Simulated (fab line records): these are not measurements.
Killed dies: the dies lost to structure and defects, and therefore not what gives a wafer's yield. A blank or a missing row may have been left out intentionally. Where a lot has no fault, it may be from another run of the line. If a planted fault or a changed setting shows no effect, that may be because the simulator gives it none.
Matching of chambers	flow nandHarc	NHARC_P_M1_DEP_33 on pecvd-03 has 3 sister chambers
The step deposits SiCN, target thk 30 nm. 3 wafers are shown with their chamber, then 12 later ones without.

WAFERS WITH THEIR CHAMBER
wafer	chamber	heaterPowerW (W)
L089.5	0	590
L090.1	1	456
L090.6	2	478

WAFERS WHOSE CHAMBER IS MISSING
wafer	heaterPowerW (W)
L091.2	632
L091.4	611
L091.6	531
L093.2	537
L093.3	490
L093.4	497
L094.4	515
L094.5	513
L094.6	460
L097.3	453
L097.4	571
L097.6	425

WHICH CHAMBER EACH WENT THROUGH
wafer	from the rows above	in truth
L091.2	0	0
L091.4	0	0
L091.6	can't be placed: 2 or 0 or 1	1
L093.2	can't be placed: 0 or 2 or 1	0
L093.3	can't be placed: 2 or 1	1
L093.4	can't be placed: 2 or 1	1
L094.4	can't be placed: 2 or 1 or 0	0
L094.5	can't be placed: 2 or 1 or 0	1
L094.6	can't be placed: 1 or 2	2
L097.3	can't be placed: 1 or 2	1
L097.4	0	0
L097.6	can't be placed: 1 or 2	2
Correctly placed: 3 of 12. From these rows, 9 cannot be placed; in 9 the true chamber is one of the candidates. Number placed wrongly: 0.
How it was worked out, from the rows above alone: a wafer's distance from a chamber is the root of the sum, over the readings, of the square of ((its reading less the chamber's mean) divided by the reading's scatter). The wafer belongs to the nearest chamber; if the next one is less than 2 further off, it can't be placed. The mean given for a chamber averages the wafers shown for that chamber. The scatter: with one shown wafer a chamber, the root of the mean of the squares of how far each hidden wafer lies from its nearest shown one.
